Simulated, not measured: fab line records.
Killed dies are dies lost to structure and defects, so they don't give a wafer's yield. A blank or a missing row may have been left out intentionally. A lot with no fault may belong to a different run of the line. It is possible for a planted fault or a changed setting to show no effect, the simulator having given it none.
fab line records	flow n5-finfet
record: lots: 24	wafers: 72	last-day: 17
route steps=1938 shown PMOS_HMC_CHANNEL_EPI@74 FIN_SAQP@98 FIN_CUT@165
lots with no fault: from the same line, run without faults
start-h: hours from the record's opening day to when the first of the lot's shown wafers began	wait-h: hours elapsed since this lot's preceding step	" repeats the value in the row above	L1.1+2: one row covering several wafers at once	- no value, or no start given	* or withheld: withheld	< > ~ a bound
route shown NAME@n: names a module that has steps shown in the file, with the first one's number in the route	usual: mean and standard deviation over wafers with no fault	same: alike in all rows	chamber/n: place in a boat	sites: readings site by site	_std_site: standard deviation of those values	_edge_site: inner sites' mean taken away from outer sites' mean	radius-mm: how far each site lies from the wafer's centre	mask NAME#n: copy n	behind: the tool/chamber that last shaped the wafer	hold: what put the lot on hold/how long, in hours/how the hold closed	device: transistor that didn't switch, given as n, p or np	end of line: the tests these same wafers got at the end of their route	a step without rows: its recipe alone	killed: dies that structure and defects cost at the first sort, which is not the same as the wafer's yield	map: a wafer's dies, x killed, . not, _ none there
set.NAME: setting as actually run; set.NAME@STEP: the setting as run at that earlier step	model.NAME: the simulator's own value behind a step, which no gauge read
the route's steps for a sample of lots (tables are steps, rows are wafers)
services: when a tool's chamber went out of use (start-h, in hours from the record's first day, below 0 if earlier), for how many hours, and the reason
== steps ==
step: N5_PMOS_HMC_CHANNEL_EPI_FIN_RECESS_16
recipe: chemistry: HBr/Cl2	target: Si	mask-material: SiO2	target-depth-a: 540	time-s: 18	pressure-mtorr: 10	icp-w: 800	bias-w: 75	HBr_flow_sccm: 150	Cl2_flow_sccm: 80
usual: drypump-motor-current-A: 5.7/0.49	mfc-cl2-sccm: 79.98/0.24	oes-product-au: 0.993/0.012	throttle-valve-pct: 35.51/0.25
lot.wafer	tool	chamber	start-h	wait-h	drypump-motor-current-A	mfc-cl2-sccm	oes-product-au	rf-hours-counter-h	throttle-valve-pct
L074.4	rie-si-03	0	17.84	0.0	4.9	80.03	0.999	78	35.41
L074.5	"	3	"	"	5.9	80.10	1.013	-	35.29
L074.6	"	0	"	"	4.9	80.33	1.004	-	35.42
L075.1	rie-si-05	1	23.81	0.0	6.3	79.78	0.989	137	35.72
L075.3	"	0	"	"	6.0	80.26	1.004	44	35.66
L075.6	"	1	"	"	6.3	79.96	0.982	-	35.70
L076.1	rie-si-05	3	31.34	0.0	6.1	80.34	1.018	123	35.76
L076.3	"	1	"	"	6.3	79.79	0.996	137	35.71
L076.5	"	3	"	"	6.1	80.05	1.016	-	35.76
L077.1	rie-si-03	0	37.02	0.0	4.9	79.67	1.002	78	35.43
L077.2	"	1	"	"	5.4	80.15	0.976	3	35.58
L077.5	"	1	"	"	5.3	80.13	0.982	-	35.60
L078.1	rie-si-04	3	42.36	0.0	6.1	80.03	0.979	5	35.10
L078.3	"	1	"	"	4.8	80.80	0.988	111	35.63
L078.5	"	0	"	"	5.5	79.91	0.996	-	35.25
L079.2	rie-si-04	2	48.04	0.0	6.0	79.61	0.996	191	35.69
L079.4	"	1	"	"	4.8	80.22	0.983	111	35.62
L079.5	"	3	"	"	6.2	79.98	0.978	-	35.07
L080.1	rie-si-04	2	53.48	0.0	6.0	80.15	0.995	192	35.71
L080.4	"	3	"	"	6.2	80.17	0.983	6	35.08
L080.6	"	3	"	"	6.2	79.94	0.980	-	35.08
L081.3	rie-si-04	2	59.75	0.0	6.0	79.65	0.992	192	35.71
L081.4	"	3	"	"	6.2	80.18	0.984	6	35.08
L081.5	"	3	"	"	6.1	80.28	0.972	-	35.08
L082.2	rie-si-05	3	66.58	0.0	6.1	80.00	1.008	123	35.77
L082.3	"	1	"	"	6.3	80.05	0.986	137	35.70
L082.6	"	1	"	"	6.3	79.87	0.984	-	35.70
L083.3	rie-si-04	2	75.07	0.0	6.1	80.02	1.000	192	35.72
L083.4	"	3	"	"	6.2	79.82	0.989	6	35.07
L083.5	"	3	"	"	6.1	79.73	0.986	-	35.08
L084.4	rie-si-04	0	78.28	0.0	5.5	79.67	0.995	5	35.26
L084.5	"	0	"	"	5.5	79.68	1.006	-	35.26
L084.6	"	1	"	"	4.8	80.04	0.984	-	35.61
L085.2	rie-si-03	2	83.94	0.0	5.8	80.05	0.997	35	35.90
L085.4	"	1	"	"	5.4	80.13	0.990	4	35.62
L085.5	"	2	"	"	5.8	79.90	1.000	-	35.92
L086.1	rie-si-04	0	90.24	0.0	5.5	79.60	0.985	5	35.26
L086.2	"	1	"	"	4.8	79.95	0.986	112	35.64
L086.6	"	1	"	"	4.8	79.65	0.974	-	35.63
L087.1	rie-si-03	1	95.88	0.0	5.4	79.38	0.990	4	35.59
L087.2	"	3	"	"	5.8	79.52	1.013	157	35.30
L087.3	"	2	"	"	5.8	80.25	1.014	35	35.91
L088.1	rie-si-04	2	102.82	0.0	6.0	80.21	0.995	192	35.71
L088.4	"	0	"	"	5.5	80.00	0.995	5	35.24
L088.5	"	0	"	"	5.5	79.98	0.987	-	35.26
L089.1	rie-si-04	3	107.76	0.0	6.1	79.97	0.964	6	35.10
L089.3	"	2	"	"	6.1	80.10	0.993	192	35.71
L089.6	"	2	"	"	6.1	79.92	0.987	-	35.72
L090.3	rie-si-03	0	114.02	0.0	4.9	80.13	0.999	80	35.44
L090.4	"	3	"	"	5.9	80.23	1.014	158	35.29
L090.6	"	2	"	"	5.8	79.88	0.994	-	35.90
L091.1	rie-si-04	3	119.68	0.0	6.1	80.30	0.973	7	35.07
L091.2	"	0	"	"	5.5	80.25	0.996	6	35.27
L091.6	"	1	"	"	4.8	80.11	0.983	-	35.64
L092.1	rie-si-03	3	125.74	0.0	5.9	80.18	1.013	158	35.31
L092.2	"	1	"	"	5.4	79.85	0.976	5	35.62
L092.3	"	2	"	"	5.8	79.93	1.002	36	35.91
L093.3	rie-si-04	1	131.85	0.0	4.8	79.93	0.974	112	35.63
L093.4	"	2	"	"	6.0	79.73	0.997	193	35.71
L093.6	"	2	"	"	6.1	79.72	0.991	-	35.72
L094.1	rie-si-04	0	138.17	0.0	5.5	79.82	0.996	6	35.27
L094.4	"	1	"	"	4.8	80.21	0.979	112	35.63
L094.6	"	1	"	"	4.8	80.13	0.978	-	35.63
L095.1	rie-si-05	0	144.52	0.0	6.0	79.93	0.992	46	35.67
L095.4	"	0	"	"	6.0	80.17	0.994	-	35.67
L095.5	"	3	"	"	6.1	80.11	1.022	-	35.77
L096.3	rie-si-04	2	150.09	0.0	6.0	80.50	1.005	-	35.71
L096.4	"	3	"	"	6.2	79.90	0.984	-	35.09
L096.6	"	2	"	"	6.0	80.38	1.000	-	35.71
L097.2	rie-si-03	1	156.02	0.0	5.4	79.98	0.979	5	35.60
L097.3	"	2	"	"	5.8	79.94	1.007	36	35.92
L097.6	"	1	"	"	5.3	80.00	0.987	-	35.60
step: N5_PMOS_HMC_CHANNEL_EPI_THK_MEAS_22
recipe: reads: SiGe30_of_PMOS_HMC_CHANNEL_EPI_EPI_20
usual: HMC_CMP_THK: 53.9/0.45
lot.wafer	tool	chamber	start-h	wait-h	HMC_CMP_THK[nm]
L074.4	film-metro-02	-	19.65	-	54.5
L074.5	"	-	"	"	54.1
L074.6	"	-	"	"	54.5
L075.1	film-metro-02	-	26.12	-	53.9
L075.3	"	-	"	"	54.2
L075.6	"	-	"	"	54.1
L076.1	film-metro-01	-	33.14	-	54.2
L076.3	"	-	"	"	54.4
L076.5	"	-	"	"	54.6
L077.1	film-metro-01	-	38.84	-	54.4
L077.2	"	-	"	"	53.3
L077.5	"	-	"	"	53.4
L078.1	film-metro-02	-	44.16	-	54.0
L078.3	"	-	"	"	53.7
L078.5	"	-	"	"	53.8
L079.2	film-metro-02	-	49.85	-	53.7
L079.4	"	-	"	"	54.0
L079.5	"	-	"	"	54.7
L080.1	film-metro-02	-	55.28	-	53.2
L080.4	"	-	"	"	54.6
L080.6	"	-	"	"	54.6
L081.3	film-metro-01	-	61.56	-	53.2
L081.4	"	-	"	"	54.9
L081.5	"	-	"	"	53.9
L082.2	film-metro-01	-	68.39	-	53.9
L082.3	"	-	"	"	53.8
L082.6	"	-	"	"	53.9
L083.3	film-metro-02	-	76.88	-	53.4
L083.4	"	-	"	"	55.0
L083.5	"	-	"	"	55.0
L084.4	film-metro-01	-	80.09	-	54.3
L084.5	"	-	"	"	54.0
L084.6	"	-	"	"	54.4
L085.2	film-metro-01	-	85.75	-	54.1
L085.4	"	-	"	"	53.7
L085.5	"	-	"	"	54.3
L086.1	film-metro-02	-	92.04	-	53.5
L086.2	"	-	"	"	53.7
L086.6	"	-	"	"	53.6
L087.1	film-metro-01	-	97.69	-	53.8
L087.2	"	-	"	"	53.5
L087.3	"	-	"	"	54.5
L088.1	film-metro-02	-	104.63	-	53.8
L088.4	"	-	"	"	54.1
L088.5	"	-	"	"	53.7
L089.1	film-metro-01	-	109.96	-	53.6
L089.3	"	-	"	"	53.4
L089.6	"	-	"	"	53.4
L090.3	film-metro-01	-	115.83	-	54.3
L090.4	"	-	"	"	53.3
L090.6	"	-	"	"	53.8
L091.1	film-metro-02	-	121.48	-	54.4
L091.2	"	-	"	"	53.7
L091.6	"	-	"	"	53.6
L092.1	film-metro-02	-	127.54	-	53.4
L092.2	"	-	"	"	53.0
L092.3	"	-	"	"	53.5
L093.3	film-metro-02	-	133.66	-	53.4
L093.4	"	-	"	"	53.8
L093.6	"	-	"	"	53.6
L094.1	film-metro-02	-	140.38	-	53.8
L094.4	"	-	"	"	53.4
L094.6	"	-	"	"	53.7
L095.1	film-metro-02	-	146.73	-	54.0
L095.4	"	-	"	"	54.0
L095.5	"	-	"	"	54.0
L096.3	film-metro-01	-	151.90	-	54.1
L096.4	"	-	"	"	54.7
L096.6	"	-	"	"	54.1
L097.2	film-metro-02	-	158.23	-	53.8
L097.3	"	-	"	"	54.4
L097.6	"	-	"	"	54.0
step: N5_FIN_SAQP_PECVD_47
recipe: material: a-Si	target-thk-a: 450	temp-c: 400	precursor: SiH4/He	pressure-torr: 3	rf-w: 100	time-s: 36.3
usual: heater-power-w: 798/52	showerhead-plenum-p-Torr: 5.66/0.043	showerhead-vpp-V: 607/19	throttle-valve-pct: 18.4/0.98
lot.wafer	tool	chamber	start-h	wait-h	heater-power-w	showerhead-plenum-p-Torr	showerhead-vpp-V	throttle-valve-pct
L074.4	pecvd-01	0	21.81	0.1	783	5.71	620	18.3
L074.5	"	1	"	"	849	5.69	573	19.9
L074.6	"	2	"	"	773	5.66	626	17.6
L075.1	pecvd-01	1	27.32	0.0	883	5.69	574	20.0
L075.3	"	0	"	"	814	5.70	622	18.4
L075.6	"	2	"	"	809	5.67	620	17.6
L076.1	pecvd-01	0	34.38	0.0	817	5.70	612	18.6
L076.3	"	2	"	"	801	5.68	619	18.0
L076.5	"	1	"	"	875	5.69	577	19.9
L077.1	pecvd-03	1	40.29	0.0	856	5.67	624	18.2
L077.2	"	2	"	"	849	5.61	601	17.5
L077.5	"	2	"	"	838	5.59	590	17.5
L078.1	pecvd-01	1	45.30	0.0	785	5.68	580	19.9
L078.3	"	0	"	"	785	5.70	627	18.4
L078.5	"	2	"	"	777	5.68	630	17.7
L079.2	pecvd-03	2	51.11	0.0	860	5.59	604	17.4
L079.4	"	2	"	"	879	5.60	576	17.3
L079.5	"	1	"	"	784	5.65	609	17.9
L080.1	pecvd-03	1	56.43	0.0	881	5.65	614	18.1
L080.4	"	0	"	"	867	5.69	611	17.1
L080.6	"	1	"	"	856	5.66	630	18.0
L081.3	pecvd-03	1	62.72	0.0	788	5.65	634	18.1
L081.4	"	2	"	"	770	5.59	594	17.4
L081.5	"	1	"	"	777	5.66	623	18.3
L082.2	pecvd-02	1	69.90	0.0	748	5.69	593	20.3
L082.3	"	0	"	"	826	5.59	581	18.9
L082.6	"	2	"	"	769	5.62	617	17.8
L083.3	pecvd-01	0	78.04	0.0	821	5.70	618	18.4
L083.4	"	2	"	"	769	5.66	622	18.1
L083.5	"	0	"	"	828	5.70	625	18.5
L084.4	pecvd-03	2	81.32	0.1	896	5.61	587	17.6
L084.5	"	0	"	"	765	5.71	621	17.2
L084.6	"	1	"	"	783	5.65	623	17.9
L085.2	pecvd-01	1	87.26	0.0	855	5.69	577	19.6
L085.4	"	0	"	"	706	5.70	618	18.5
L085.5	"	2	"	"	804	5.67	625	17.8
L086.1	pecvd-03	0	93.27	0.0	812	5.71	624	17.1
L086.2	"	1	"	"	783	5.67	631	18.0
L086.6	"	1	"	"	789	5.66	624	18.0
L087.1	pecvd-03	2	99.74	0.0	876	5.59	600	17.1
L087.2	"	1	"	"	773	5.67	645	17.8
L087.3	"	1	"	"	742	5.65	637	17.9
L088.1	pecvd-02	1	106.03	0.0	734	5.69	590	20.0
L088.4	"	1	"	"	748	5.69	599	20.4
L088.5	"	0	"	"	817	5.58	595	19.3
L089.1	pecvd-02	1	111.11	0.0	718	5.70	597	20.4
L089.3	"	2	"	"	830	5.61	621	18.1
L089.6	"	1	"	"	737	5.69	602	20.1
L090.3	pecvd-01	0	117.05	0.0	713	5.71	636	18.4
L090.4	"	0	"	"	695	5.70	620	18.4
L090.6	"	2	"	"	760	5.66	618	18.2
L091.1	pecvd-02	0	122.63	0.0	832	5.58	593	19.4
L091.2	"	1	"	"	790	5.68	604	20.3
L091.6	"	2	"	"	771	5.64	612	18.2
L092.1	pecvd-03	1	128.80	0.0	742	5.66	626	18.0
L092.2	"	2	"	"	780	5.59	596	17.6
L092.3	"	0	"	"	821	5.70	608	17.3
L093.3	pecvd-03	2	135.23	0.0	846	5.58	593	17.5
L093.4	"	0	"	"	823	5.70	610	17.4
L093.6	"	2	"	"	838	5.59	589	17.4
L094.1	pecvd-01	1	141.99	0.0	879	5.68	570	19.7
L094.4	"	2	"	"	765	5.66	620	18.1
L094.6	"	0	"	"	704	5.69	620	18.3
L095.1	pecvd-01	2	148.18	0.0	709	5.67	624	17.9
L095.4	"	1	"	"	900	5.69	563	19.8
L095.5	"	2	"	"	718	5.66	634	18.1
L096.3	pecvd-01	2	154.46	0.0	754	5.65	633	18.1
L096.4	"	1	"	"	885	5.68	583	19.8
L096.6	"	0	"	"	741	5.70	609	18.1
L097.2	pecvd-02	1	160.84	0.0	765	5.68	604	20.1
L097.3	"	2	"	"	795	5.61	608	18.3
L097.6	"	0	"	"	740	5.60	585	19.2
step: N5_FIN_SAQP_OVL_MEAS_17
recipe: points-per-wafer: 44
usual: FIN_CORE_OVL: -0.3/0.77
lot.wafer	tool	chamber	start-h	wait-h	FIN_CORE_OVL[nm]
L074.4	overlay-02	0	22.48	0.0	0.5
L074.5	"	0	"	"	-0.8
L074.6	"	0	"	"	2.1
L075.1	overlay-01	0	28.01	0.0	-0.5
L075.3	"	0	"	"	-0.9
L075.6	"	0	"	"	0.6
L076.1	overlay-01	0	35.07	0.0	-0.2
L076.3	"	0	"	"	-0.1
L076.5	"	0	"	"	-1.0
L077.1	overlay-02	0	40.99	0.0	-0.9
L077.2	"	0	"	"	0.7
L077.5	"	0	"	"	-0.6
L078.1	overlay-02	0	45.87	0.0	0.2
L078.3	"	0	"	"	0.0
L078.5	"	0	"	"	0.5
L079.2	overlay-02	0	51.81	0.0	-0.3
L079.4	"	0	"	"	-0.5
L079.5	"	0	"	"	-0.7
L080.1	overlay-02	0	57.15	0.1	0.2
L080.4	"	0	"	"	-0.2
L080.6	"	0	"	"	1.0
L081.3	overlay-02	0	63.41	0.0	-0.5
L081.4	"	0	"	"	-0.7
L081.5	"	0	"	"	-0.2
L082.2	overlay-02	0	70.66	0.1	-0.8
L082.3	"	0	"	"	-0.9
L082.6	"	0	"	"	-0.8
L083.3	overlay-01	0	78.74	0.0	-0.2
L083.4	"	0	"	"	-0.3
L083.5	"	0	"	"	-0.6
L084.4	overlay-02	0	82.00	0.0	-0.6
L084.5	"	0	"	"	-0.3
L084.6	"	0	"	"	-0.2
L085.2	overlay-02	0	87.83	0.0	-0.2
L085.4	"	0	"	"	0.8
L085.5	"	0	"	"	-0.1
L086.1	overlay-01	0	93.96	0.0	-2.0
L086.2	"	0	"	"	-0.9
L086.6	"	0	"	"	-0.9
L087.1	overlay-01	0	100.39	0.0	-1.2
L087.2	"	0	"	"	-1.3
L087.3	"	0	"	"	-1.9
L088.1	overlay-01	0	108.69	0.0	1.4
L088.4	"	0	"	"	-1.2
L088.5	"	0	"	"	0.5
L089.1	overlay-02	0	111.68	0.0	1.0
L089.3	"	0	"	"	0.6
L089.6	"	0	"	"	-0.2
L090.3	overlay-01	0	117.62	0.0	-0.4
L090.4	"	0	"	"	0.7
L090.6	"	0	"	"	1.5
L091.1	overlay-02	0	123.20	0.0	-0.2
L091.2	"	0	"	"	-1.4
L091.6	"	0	"	"	-0.4
L092.1	overlay-01	0	129.37	0.0	-0.1
L092.2	"	0	"	"	-1.4
L092.3	"	0	"	"	-0.7
L093.3	overlay-02	0	135.81	0.0	-0.3
L093.4	"	0	"	"	-1.0
L093.6	"	0	"	"	0.3
L094.1	overlay-01	0	142.68	0.0	-0.4
L094.4	"	0	"	"	0.4
L094.6	"	0	"	"	-0.8
L095.1	overlay-02	0	148.88	0.0	-0.2
L095.4	"	0	"	"	-1.4
L095.5	"	0	"	"	0.1
L096.3	overlay-01	0	155.18	0.0	-0.3
L096.4	"	0	"	"	-1.3
L096.6	"	0	"	"	-0.8
L097.2	overlay-02	0	161.53	0.0	0.4
L097.3	"	0	"	"	-0.2
L097.6	"	0	"	"	-0.9
step: N5_FIN_SAQP_MANDREL_ETCH_58
recipe: chemistry: HBr/Cl2	target: a-Si	target-depth-a: 450	bt-time-s: 10	stop-on: SiNx	mask-material: SiO2	over-etch-frac: 0.8	time-s: 27	pressure-mtorr: 10	icp-w: 800	bias-w: 75	HBr_flow_sccm: 150	Cl2_flow_sccm: 80	ends: end-point
usual: drypump-motor-current-A: 5.7/0.5	mfc-cl2-sccm: 79.98/0.27	oes-product-au: 0.695/0.012	throttle-valve-pct: 35.69/0.29
same: over-etch-frac: 0.8
lot.wafer	tool	chamber	start-h	wait-h	drypump-motor-current-A	mfc-cl2-sccm	oes-product-au	rf-hours-counter-h	throttle-valve-pct
L074.4	rie-si-06	1	24.85	0.0	5.8	79.64	0.678	71	35.52
L074.5	"	3	"	"	6.0	79.78	0.699	-	36.07
L074.6	"	2	"	"	5.0	80.44	0.697	-	35.71
L075.1	rie-si-06	0	30.88	0.0	5.2	79.78	0.681	128	35.59
L075.3	"	1	"	"	5.8	79.82	0.680	71	35.54
L075.6	"	0	"	"	5.2	80.07	0.682	-	35.58
L076.1	rie-si-06	2	37.73	0.0	5.0	80.23	0.687	107	35.71
L076.3	"	3	"	"	6.0	79.69	0.689	130	36.06
L076.5	"	0	"	"	5.2	80.33	0.696	-	35.56
L077.1	rie-si-02	1	44.34	0.0	5.6	79.83	0.723	104	36.09
L077.2	"	3	"	"	5.5	79.66	0.692	44	35.24
L077.5	"	3	"	"	5.5	80.06	0.686	-	35.25
L078.1	rie-si-06	0	48.12	0.0	5.2	79.83	0.685	129	35.57
L078.3	"	1	"	"	5.8	79.73	0.685	72	35.52
L078.5	"	0	"	"	5.2	79.84	0.692	-	35.57
L079.2	rie-si-06	1	54.62	0.0	5.8	79.72	0.680	72	35.51
L079.4	"	3	"	"	6.0	80.07	0.705	130	36.04
L079.5	"	3	"	"	6.0	79.77	0.710	-	36.05
L080.1	rie-si-06	0	59.48	0.0	5.2	79.92	0.684	129	35.57
L080.4	"	3	"	"	6.0	80.33	0.713	130	36.05
L080.6	"	2	"	"	5.0	80.19	0.702	-	35.69
L081.3	rie-si-02	0	66.00	0.0	6.3	79.63	0.690	12	35.47
L081.4	"	1	"	"	5.6	79.71	0.714	105	36.09
L081.5	"	0	"	"	6.3	79.80	0.692	-	35.48
L082.2	rie-si-06	0	74.35	0.0	5.2	79.94	0.690	129	35.56
L082.3	"	3	"	"	6.0	80.22	0.695	130	36.06
L082.6	"	2	"	"	5.0	79.69	0.700	-	35.68
L083.3	rie-si-01	0	81.00	0.0	5.5	79.89	0.707	156	35.83
L083.4	"	2	"	"	5.2	80.16	0.709	29	35.30
L083.5	"	1	"	"	6.6	80.13	0.701	-	36.14
L084.4	rie-si-06	3	84.60	0.0	6.0	79.47	0.710	131	36.04
L084.5	"	1	"	"	5.8	80.07	0.697	-	35.49
L084.6	"	2	"	"	5.0	79.88	0.707	-	35.69
L085.2	rie-si-02	0	91.36	0.0	6.3	79.75	0.690	13	35.46
L085.4	"	3	"	"	5.5	80.02	0.692	45	35.22
L085.5	"	1	"	"	5.6	80.16	0.734	-	36.08
L086.1	rie-si-01	0	96.23	0.0	5.5	80.28	0.717	157	35.81
L086.2	"	1	"	"	6.6	80.23	0.695	184	36.14
L086.6	"	2	"	"	5.2	79.85	0.703	-	35.31
L087.1	rie-si-01	3	102.81	0.0	6.3	79.97	0.687	191	35.38
L087.2	"	0	"	"	5.5	80.25	0.704	157	35.83
L087.3	"	2	"	"	5.1	80.35	0.701	29	35.29
L088.1	rie-si-01	1	111.22	0.0	6.6	79.84	0.701	185	36.14
L088.4	"	3	"	"	6.3	79.83	0.703	191	35.37
L088.5	"	0	"	"	5.5	79.74	0.710	-	35.82
L089.1	rie-si-06	0	114.04	0.0	5.2	79.82	0.692	130	35.57
L089.3	"	3	"	"	6.0	79.96	0.702	131	36.06
L089.6	"	2	"	"	5.0	80.24	0.702	-	35.67
L090.3	rie-si-06	0	119.87	0.0	5.2	79.86	0.698	130	35.59
L090.4	"	3	"	"	5.9	79.81	0.700	131	36.04
L090.6	"	1	"	"	5.8	80.23	0.693	-	35.50
L091.1	rie-si-06	3	125.45	0.0	6.0	79.69	0.697	131	36.04
L091.2	"	0	"	"	5.2	79.97	0.698	130	35.55
L091.6	"	1	"	"	5.8	79.86	0.695	-	35.51
L092.1	rie-si-01	0	131.93	0.0	5.5	79.88	0.710	157	35.82
L092.2	"	3	"	"	6.3	79.70	0.694	191	35.38
L092.3	"	2	"	"	5.2	80.51	0.700	30	35.31
L093.3	rie-si-01	1	138.74	0.0	6.6	80.42	0.694	185	36.16
L093.4	"	3	"	"	6.3	80.65	0.701	-	35.39
L093.6	"	1	"	"	6.6	80.49	0.697	-	36.11
L094.1	rie-si-02	0	145.33	0.0	6.3	79.71	0.683	14	35.47
L094.4	"	1	"	"	5.6	79.87	0.718	106	36.12
L094.6	"	0	"	"	6.3	79.61	0.689	-	35.49
L095.1	rie-si-02	3	151.53	0.0	5.5	79.96	0.688	46	35.28
L095.4	"	1	"	"	5.6	79.59	0.710	107	36.10
L095.5	"	3	"	"	5.5	79.84	0.698	-	35.24
L096.3	rie-si-02	0	160.03	0.0	6.3	80.03	0.678	14	35.49
L096.4	"	2	"	"	5.2	80.40	0.684	129	35.80
L096.6	"	1	"	"	5.7	80.11	0.710	-	36.10
L097.2	rie-si-01	1	165.17	0.0	6.6	79.91	0.690	186	36.15
L097.3	"	0	"	"	5.5	80.27	0.716	158	35.84
L097.6	"	2	"	"	5.1	79.76	0.702	-	35.29
step: N5_FIN_CUT_INSPECT_10
recipe: mode: adi	inspect-instrument: brightfield
usual: raw-defect-count: 44/11
lot.wafer	tool	chamber	start-h	wait-h	raw-defect-count
L074.4	defect-inspect-02	-	28.02	0.0	48
L074.5	"	-	"	"	54
L074.6	"	-	"	"	42
L075.1	defect-inspect-02	-	33.32	0.1	45
L075.3	"	-	"	"	36
L075.6	"	-	"	"	37
L076.1	defect-inspect-02	-	41.07	0.1	34
L076.3	"	-	"	"	22
L076.5	"	-	"	"	37
L077.1	defect-inspect-01	-	46.79	0.1	18
L077.2	"	-	"	"	39
L077.5	"	-	"	"	29
L078.1	defect-inspect-01	-	50.59	0.1	31
L078.3	"	-	"	"	47
L078.5	"	-	"	"	43
L079.2	defect-inspect-02	-	57.18	0.0	25
L079.4	"	-	"	"	29
L079.5	"	-	"	"	32
L080.1	defect-inspect-01	-	61.93	0.1	43
L080.4	"	-	"	"	42
L080.6	"	-	"	"	46
L081.3	defect-inspect-01	-	68.86	0.0	35
L081.4	"	-	"	"	53
L081.5	"	-	"	"	43
L082.2	defect-inspect-02	-	76.87	0.0	34
L082.3	"	-	"	"	57
L082.6	"	-	"	"	47
L083.3	defect-inspect-02	-	83.44	0.0	40
L083.4	"	-	"	"	53
L083.5	"	-	"	"	55
L084.4	defect-inspect-02	-	87.14	0.0	34
L084.5	"	-	"	"	39
L084.6	"	-	"	"	35
L085.2	defect-inspect-02	-	93.71	0.0	47
L085.4	"	-	"	"	35
L085.5	"	-	"	"	54
L086.1	defect-inspect-01	-	98.57	0.1	42
L086.2	"	-	"	"	47
L086.6	"	-	"	"	50
L087.1	defect-inspect-01	-	105.37	0.1	40
L087.2	"	-	"	"	35
L087.3	"	-	"	"	44
L088.1	defect-inspect-02	-	113.62	0.1	39
L088.4	"	-	"	"	36
L088.5	"	-	"	"	37
L089.1	defect-inspect-02	-	116.70	0.1	24
L089.3	"	-	"	"	52
L089.6	"	-	"	"	31
L090.3	defect-inspect-01	-	122.33	0.0	36
L090.4	"	-	"	"	26
L090.6	"	-	"	"	39
L091.1	defect-inspect-01	-	128.11	0.1	42
L091.2	"	-	"	"	61
L091.6	"	-	"	"	90
L092.1	defect-inspect-01	-	134.28	0.1	63
L092.2	"	-	"	"	65
L092.3	"	-	"	"	50
L093.3	defect-inspect-01	-	142.28	0.0	40
L093.4	"	-	"	"	62
L093.6	"	-	"	"	50
L094.1	defect-inspect-01	-	148.79	0.1	65
L094.4	"	-	"	"	37
L094.6	"	-	"	"	38
L095.1	defect-inspect-02	-	154.85	0.1	57
L095.4	"	-	"	"	47
L095.5	"	-	"	"	40
L096.3	defect-inspect-02	-	162.50	0.0	49
L096.4	"	-	"	"	50
L096.6	"	-	"	"	60
L097.2	defect-inspect-01	-	167.50	0.0	28
L097.3	"	-	"	"	32
L097.6	"	-	"	"	41
== services ==
tool	chamber	start-h	hours	kind
pecvd-01	0	-2.03	5.0	scheduled-down
pecvd-03	2	-1.09	5.5	scheduled-down
pecvd-03	1	21.87	2.1	scheduled-down
pecvd-02	0	34.42	2.1	scheduled-down
rie-si-01	-	36.94	1.2	repair
pecvd-01	0	69.34	2.1	scheduled-down
pecvd-02	-	70.15	1.5	repair
pecvd-02	0	73.14	8.3	repair
pecvd-03	0	82.78	5.0	scheduled-down
pecvd-03	0	98.50	6.5	repair
rie-si-02	1	105.25	3.5	repair
pecvd-03	-	126.99	0.5	repair
rie-si-02	-	130.37	0.6	repair
pecvd-02	1	131.04	2.1	scheduled-down
pecvd-01	2	133.21	5.5	scheduled-down
rie-si-01	2	135.43	9.0	repair
rie-si-02	-	137.97	0.2	repair
rie-si-04	1	143.87	14.4	repair
rie-si-05	2	144.24	-	clean
rie-si-03	2	145.46	1.2	repair
pecvd-02	2	156.91	2.1	scheduled-down
rie-si-04	2	158.26	-	clean
rie-si-04	2	158.26	13.7	scheduled-down
rie-si-04	2	158.26	13.7	vent-cycle
== key ==
fault none
